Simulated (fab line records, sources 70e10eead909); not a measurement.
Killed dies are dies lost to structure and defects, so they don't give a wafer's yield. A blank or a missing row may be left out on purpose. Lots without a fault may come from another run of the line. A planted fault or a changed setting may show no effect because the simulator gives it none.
fab line records | flow nand_harc | part 2 of 2: steps 5 to 6 of 6
record lots=23 wafers=69 last_day=34
route steps=1302 shown A_CONTACT@1042
lots that met no fault: from a run of the same line without faults
start_h: hours from the record's first day to the start of the lot's first wafer shown | wait_h: hours since the lot's step before | " the same as in the row above | L1.1+2: a row that stands for several wafers | - no value, or no start given | * or withheld: withheld | < > ~ a bound
route shown NAME@n: a module of which the file shows steps, and the number in the route of the first | usual: mean/standard deviation of fault-free wafers | same: alike in all rows | chamber/n: place in a boat | sites: the reading at each site | _std_site: their standard deviation | _edge_site: outer sites' mean less inner sites' | radius_mm: how far each site lies from the wafer's centre | mask NAME#n: copy n | behind: the tool/chamber that last shaped the wafer | hold: why the lot was held/for how many hours/how that ended | device: the transistor (n, p or np) that didn't switch | end of line: the same wafers' tests at the end of the route | a step without rows: its recipe alone | killed: dies lost to structure and defects at the first sort, not the wafer's yield | map: a wafer's dies, x killed, . not, _ none there
set.NAME: the setting as run; set.NAME@STEP: as run at that earlier step | model.NAME: the simulator's own value behind a step, which no gauge read
steps of the route over a sample of lots; a table a step, a row a wafer
services: from which hour (start_h, from the record's first day; less than 0 if before it) a tool's chamber was out of use, for how many hours, and why
## steps
# step NHARC_A_CONTACT_ETCH_88
# recipe target_depth_a=390 over_etch_frac=0.3 time_s=65 ion_energy_ev=80 cf4_flow_sccm=150 ar_flow_sccm=0 rf_w=300 bias_w=100 chemistry=CF4
# usual drypump_motor_current_A=6.0/0.39 oes_product_au=0.995/0.011 rf_vpp_V=151.3/1.2 showerhead_plenum_p_Torr=1.78/0.075 throttle_valve_pct=13.284/0.0094
# columns lot.wafer tool chamber start_h wait_h drypump_motor_current_A oes_product_au rf_hours_counter_h rf_vpp_V showerhead_plenum_p_Torr throttle_valve_pct
L074.2 rie_diel-04 0 514.91 0.1 5.8 1.007 32 152.0 1.71 13.285
L074.1 " 1 " " 6.6 1.009 30 154.7 1.90 13.285
L074.4 " 3 " " 6.5 1.023 33 151.5 1.78 13.282
L075.2 rie_diel-01 2 520.97 0.1 5.9 1.012 51 149.5 1.75 13.271
L075.1 " 0 " " 5.3 1.018 42 151.3 1.70 13.292
L075.5 " 1 " " 5.6 0.981 - 151.8 1.78 13.277
L076.4 rie_diel-04 0 522.69 0.1 5.8 0.990 34 151.2 1.71 13.292
L076.2 " 1 " " 6.6 0.996 32 151.8 1.90 13.280
L076.1 " 3 " " 6.4 1.002 34 151.0 1.78 13.287
L077.4 rie_diel-01 1 535.52 0.1 5.6 1.001 52 151.9 1.78 13.285
L077.2 " 2 " " 6.0 1.000 57 150.9 1.75 13.281
L077.1 " 3 " " 6.2 0.989 51 151.0 1.67 13.285
L078.2 rie_diel-06 2 545.19 0.1 5.3 0.987 15 151.1 1.88 13.297
L078.4 " 0 " " 6.2 1.009 13 152.7 1.83 13.308
L078.5 " 2 " " 5.3 0.986 - 153.5 1.88 13.284
L079.4 rie_diel-01 1 552.84 0.1 5.6 0.992 60 150.0 1.78 13.289
L079.1 " 3 " " 6.2 0.995 59 150.5 1.67 13.270
L079.2 " 0 " " 5.4 1.002 52 150.4 1.70 13.278
L080.2 rie_diel-06 3 569.56 0.1 5.9 0.997 24 152.2 1.87 13.292
L080.3 " 1 " " 5.8 0.995 19 150.8 1.85 13.296
L080.5 " 0 " " 6.2 1.009 - 151.0 1.83 13.275
L081.4 rie_diel-04 0 587.00 0.1 5.8 0.995 6 149.7 1.71 13.282
L081.5 " 2 " " 6.4 0.999 - 150.5 1.70 13.276
L081.6 " 3 " " 6.4 1.003 - 152.0 1.78 13.273
L083.2 rie_diel-04 1 599.73 0.1 6.6 0.991 7 152.7 1.90 13.286
L083.3 " 2 " " 6.3 0.995 8 150.7 1.70 13.301
L083.5 " 1 " " 6.6 0.992 - 151.6 1.90 13.280
L082.4 rie_diel-01 0 600.02 0.1 5.3 1.015 7 150.7 1.70 13.271
L082.6 " 1 " " 5.7 0.988 - 152.5 1.77 13.284
L082.5 " 2 " " 6.0 1.000 - 149.4 1.74 13.290
L084.2 rie_diel-01 0 625.06 0.1 5.3 0.999 13 149.1 1.70 13.281
L084.1 " 1 " " 5.6 0.989 16 150.6 1.77 13.290
L084.6 " 3 " " 6.2 0.997 - 151.1 1.67 13.281
L085.3 rie_diel-04 0 626.95 0.1 5.8 0.989 11 150.1 1.70 13.302
L085.2 " 1 " " 6.6 0.997 13 152.4 1.89 13.295
L085.6 " 0 " " 5.8 0.987 - 150.5 1.71 13.280
L087.4 rie_diel-04 1 639.48 0.1 6.6 0.993 16 151.4 1.89 13.276
L087.5 " 0 " " 5.8 0.992 - 150.4 1.70 13.287
L087.6 " 1 " " 6.6 0.990 - 152.1 1.89 13.278
L088.4 rie_diel-04 3 641.44 0.1 6.5 0.988 16 150.4 1.78 13.290
L088.2 " 0 " " 5.8 0.977 14 150.7 1.70 13.265
L088.5 " 2 " " 6.4 1.004 - 149.5 1.70 13.288
L089.2 rie_diel-04 3 644.09 0.1 6.5 1.007 17 151.9 1.77 13.278
L089.4 " 0 " " 5.8 0.991 15 150.4 1.70 13.300
L089.1 " 2 " " 6.3 1.014 17 151.0 1.70 13.291
L091.3 rie_diel-06 1 668.55 0.1 5.7 0.995 48 152.6 1.85 13.296
L091.2 " 0 " " 6.3 1.006 49 151.1 1.82 13.293
L091.6 " 2 " " 5.3 0.993 - 151.7 1.87 13.300
L090.3 rie_diel-04 0 670.35 0.1 5.8 0.980 20 148.9 1.70 13.274
L090.1 " 2 " " 6.3 1.002 21 150.3 1.70 13.277
L090.4 " 3 " " 6.4 1.000 21 151.3 1.77 13.290
L092.3 rie_diel-04 0 689.03 0.1 5.8 0.976 21 150.7 1.70 13.273
L092.2 " 2 " " 6.3 1.004 24 150.4 1.70 13.292
L092.5 " 1 " " 6.6 0.981 - 152.3 1.89 13.291
L093.3 rie_diel-04 3 694.01 0.1 6.5 0.982 24 152.4 1.77 13.285
L093.2 " 1 " " 6.6 0.989 24 151.7 1.89 13.283
L093.6 " 0 " " 5.8 0.968 - 150.8 1.70 13.279
L094.3 rie_diel-01 2 697.83 0.1 6.0 0.995 38 149.4 1.74 13.268
L094.1 " 3 " " 6.2 0.991 34 148.2 1.66 13.292
L094.4 " 1 " " 5.6 0.977 - 151.5 1.76 13.294
L095.4 rie_diel-06 1 715.48 0.1 5.8 0.982 9 152.1 1.84 13.282
L095.2 " 2 " " 5.3 1.004 9 152.7 1.87 13.292
L095.5 " 2 " " 5.3 1.004 - 152.6 1.87 13.286
L096.2 rie_diel-01 1 716.36 0.2 5.6 0.961 52 150.5 1.76 13.262
L096.6 " 2 " " 6.0 0.991 - 150.8 1.73 13.281
L096.4 " 3 " " 6.2 0.983 - 150.8 1.66 13.284
L097.1 rie_diel-04 1 758.57 0.1 6.6 0.992 4 152.1 1.89 13.267
L097.3 " 2 " " 6.3 1.003 4 149.2 1.70 13.274
L097.5 " 3 " " 6.4 0.999 - 150.9 1.77 13.282
# step NHARC_A_CONTACT_ETCH_89
# recipe target_depth_a=2600 over_etch_frac=0.3 time_s=475.3 ion_energy_ev=200 n2_flow_sccm=150 h2_flow_sccm=150 ar_flow_sccm=0 rf_w=400 bias_w=150 chemistry=N2/H2
# usual drypump_motor_current_A=6.1/0.4 oes_product_au=0.997/0.011 rf_vpp_V=430.6/3 showerhead_plenum_p_Torr=2.05/0.1 throttle_valve_pct=14.171/0.01
# columns lot.wafer tool chamber start_h wait_h drypump_motor_current_A oes_product_au rf_hours_counter_h rf_vpp_V showerhead_plenum_p_Torr throttle_valve_pct
L074.2 rie_diel-04 0 - - 5.8 1.000 33 426.9 1.96 14.153
L074.4 " 2 " " 6.4 1.016 31 430.0 1.96 14.168
L074.1 " 3 " " 6.5 1.022 33 430.6 2.06 14.182
L075.2 rie_diel-01 2 - - 6.0 1.020 51 430.7 2.02 14.160
L075.1 " 3 " " 6.2 0.990 46 427.7 1.92 14.178
L075.5 " 0 " " 5.4 1.009 - 428.4 1.95 14.156
L076.4 rie_diel-04 0 - - 5.8 0.993 34 427.8 1.96 14.182
L076.2 " 1 " " 6.6 0.997 32 435.5 2.21 14.168
L076.1 " 2 " " 6.4 1.024 32 429.4 1.96 14.171
L077.1 rie_diel-01 3 - - 6.2 0.996 51 427.7 1.92 14.169
L077.2 " 0 " " 5.3 1.010 46 427.6 1.95 14.169
L077.4 " 1 " " 5.6 0.992 52 430.1 2.05 14.163
L078.2 rie_diel-06 1 - - 5.7 0.992 11 434.5 2.15 14.177
L078.4 " 0 " " 6.3 1.005 13 432.6 2.12 14.152
L078.5 " 2 " " 5.3 0.993 - 435.2 2.19 14.190
L079.4 rie_diel-01 2 - - 5.9 0.998 67 428.8 2.01 14.200
L079.2 " 3 " " 6.3 1.001 60 424.8 1.92 14.163
L079.1 " 0 " " 5.3 1.021 52 426.0 1.95 14.181
L080.3 rie_diel-06 0 - - 6.2 1.016 20 432.9 2.11 14.183
L080.2 " 1 " " 5.8 0.998 19 432.6 2.15 14.172
L080.5 " 3 " " 5.8 1.002 - 433.0 2.17 14.158
L081.4 rie_diel-04 1 - - 6.6 0.998 6 436.1 2.20 14.167
L081.6 " 1 " " 6.6 0.992 - 435.0 2.20 14.152
L081.5 " 2 " " 6.4 1.007 - 427.8 1.96 14.147
L083.2 rie_diel-04 0 - - 5.8 0.983 7 428.9 1.96 14.182
L083.3 " 1 " " 6.6 0.998 7 435.4 2.20 14.173
L083.5 " 1 " " 6.6 1.002 - 434.0 2.20 14.182
L082.4 rie_diel-01 3 - - 6.2 0.997 7 426.9 1.91 14.168
L082.5 " 2 " " 6.0 1.002 - 428.6 2.01 14.173
L082.6 " 3 " " 6.2 1.000 - 425.2 1.91 14.167
L084.1 rie_diel-01 2 - - 6.0 0.990 16 429.6 2.00 14.174
L084.2 " 3 " " 6.2 0.995 13 428.8 1.91 14.175
L084.6 " 3 " " 6.2 0.998 - 426.1 1.91 14.173
L085.2 rie_diel-04 1 - - 6.6 0.992 13 434.3 2.20 14.187
L085.3 " 2 " " 6.3 0.997 14 429.0 1.95 14.189
L085.6 " 1 " " 6.6 0.988 - 434.7 2.20 14.172
L087.4 rie_diel-04 2 - - 6.4 1.005 16 427.4 1.95 14.164
L087.6 " 1 " " 6.6 0.987 - 434.8 2.20 14.161
L087.5 " 2 " " 6.4 1.003 - 427.4 1.95 14.178
L088.4 rie_diel-04 3 - - 6.4 1.001 16 431.5 2.05 14.179
L088.2 " 2 " " 6.3 0.998 17 427.4 1.95 14.173
L088.5 " 0 " " 5.8 0.979 - 428.1 1.96 14.164
L089.1 rie_diel-04 3 - - 6.5 0.998 17 428.8 2.05 14.174
L089.2 " 0 " " 5.8 0.989 15 428.8 1.96 14.169
L089.4 " 1 " " 6.6 0.989 17 434.7 2.20 14.174
L091.3 rie_diel-06 3 - - 5.9 1.005 51 432.6 2.16 14.167
L091.2 " 0 " " 6.2 1.005 49 432.3 2.10 14.166
L091.6 " 2 " " 5.3 0.994 - 435.6 2.17 14.199
L090.1 rie_diel-04 1 - - 6.6 1.000 21 435.0 2.20 14.177
L090.3 " 2 " " 6.3 1.003 21 427.1 1.95 14.175
L090.4 " 3 " " 6.4 0.983 21 430.7 2.05 14.156
L092.3 rie_diel-04 3 - - 6.4 0.984 24 430.1 2.05 14.168
L092.2 " 2 " " 6.3 1.009 24 428.5 1.95 14.164
L092.5 " 0 " " 5.8 0.981 - 428.3 1.95 14.169
L093.3 rie_diel-04 1 - - 6.6 0.982 24 434.1 2.20 14.186
L093.2 " 3 " " 6.4 0.987 25 430.7 2.05 14.165
L093.6 " 1 " " 6.6 0.981 - 433.3 2.20 14.162
L094.1 rie_diel-01 1 - - 5.6 0.979 43 430.6 2.03 14.148
L094.3 " 3 " " 6.2 0.991 34 426.2 1.90 14.147
L094.4 " 3 " " 6.2 0.997 - 427.1 1.90 14.168
L095.4 rie_diel-06 0 - - 6.2 1.004 11 433.2 2.10 14.162
L095.2 " 1 " " 5.8 0.986 9 433.5 2.14 14.165
L095.5 " 2 " " 5.3 1.008 - 433.5 2.17 14.181
L096.2 rie_diel-01 3 - - 6.2 0.991 43 425.5 1.90 14.181
L096.4 " 1 " " 5.6 0.974 - 431.1 2.03 14.162
L096.6 " 3 " " 6.2 0.993 - 426.2 1.90 14.180
L097.3 rie_diel-04 0 - - 5.8 0.987 6 426.8 1.95 14.166
L097.1 " 3 " " 6.4 0.998 6 431.2 2.04 14.181
L097.5 " 0 " " 5.8 0.999 - 428.3 1.95 14.179
## services
# columns tool chamber start_h hours kind
rie_diel-04 0 486.41 - clean
rie_diel-04 1 486.41 - clean
rie_diel-04 2 486.41 - clean
rie_diel-04 3 486.41 - clean
rie_diel-06 - 493.45 9.0 pm
har_cap_etch-01 - 498.62 17.0 pm
rie_diel-04 0 510.92 - clean
rie_diel-04 1 510.92 - clean
rie_diel-04 2 510.92 - clean
rie_diel-04 3 510.92 - clean
rie_diel-04 - 531.90 9.0 pm
rie_diel-04 0 531.90 9.0 vent_cycle
rie_diel-01 - 560.43 9.0 pm
rie_diel-04 - 564.49 1.0 repair
rie_diel-06 0 602.28 4.5 repair
rie_diel-04 0 614.54 6.1 repair
har_cap_etch-03 - 634.63 0.1 repair
rie_diel-06 - 670.45 9.0 pm
rie_diel-06 1 692.68 4.5 repair
rie_diel-01 0 695.30 22.5 repair
rie_diel-01 - 703.86 0.4 repair
rie_diel-04 - 709.17 9.0 pm
rie_diel-01 - 737.43 9.0 pm
har_cap_etch-02 - 754.00 17.0 pm
